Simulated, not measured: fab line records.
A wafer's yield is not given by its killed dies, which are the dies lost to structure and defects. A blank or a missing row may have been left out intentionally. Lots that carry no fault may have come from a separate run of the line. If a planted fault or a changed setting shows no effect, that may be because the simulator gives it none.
Matching of chambers	flow n5Finfet	N5_BEOL_M10_DEP_56 on pecvd-03: 3 sister chambers
The step deposits SiCN from 3MS/NH3, target thk 15 nm, time 26.5 s. 16 wafers are shown with their chamber, then 8 later ones without.

== EACH WAFER AND ITS CHAMBER ==
wafer	chamber	throttleValvePct (%)	showerheadPlenumPTorr (Torr)
L075.1	2	9.2	3.646
L075.3	0	9.5	3.650
L075.4	0	9.3	3.659
L078.1	1	10.3	3.655
L078.3	0	9.6	3.640
L078.4	0	9.2	3.648
L079.2	1	10.2	3.663
L079.3	2	8.7	3.649
L079.6	0	9.4	3.650
L081.4	0	9.1	3.645
L081.5	2	8.9	3.653
L081.6	1	10.5	3.658
L088.1	0	9.2	3.648
L088.3	1	10.3	3.661
L088.5	1	10.5	3.663
L089.1	1	10.1	3.659

SIGNATURES (averages over the wafers above)
reading	chamber 0	chamber 1	chamber 2	scatter within a chamber
throttleValvePct	9.329	10.317	8.933	0.186
showerheadPlenumPTorr	3.64857	3.65983	3.64933	0.00458
Rule: a wafer's distance from a chamber is the root of the sum, over the readings, of the square of ((its reading less the chamber's mean) divided by the reading's scatter). The wafer belongs to the nearest chamber; if the next one is less than 2 further off, it can't be placed. How the scatter is found: for the shown wafers, subtract from each reading the mean of its chamber, square and add these, divide the total by (wafers less chambers), then take the root.

== WAFERS WITHOUT THEIR CHAMBER ==
wafer	throttleValvePct (%)	showerheadPlenumPTorr (Torr)
L089.2	9.2	3.650
L089.6	10.1	3.653
L092.1	10.2	3.664
L092.3	9.2	3.651
L092.4	10.1	3.654
L093.2	9.3	3.641
L093.4	10.3	3.657
L093.5	9.3	3.653

== CHAMBER TAKEN BY EACH ==
wafer	from the rows above	in truth
L089.2	can't be placed: 0 or 2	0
L089.6	1	1
L092.1	1	1
L092.3	can't be placed: 0 or 2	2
L092.4	1	1
L093.2	can't be placed: 0 or 2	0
L093.4	1	1
L093.5	can't be placed: 0 or 2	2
Correct placement for 4 of the 8. Cannot be placed on the basis of these rows: 4; the candidates contain the true chamber in 4. Number placed wrongly: 0.
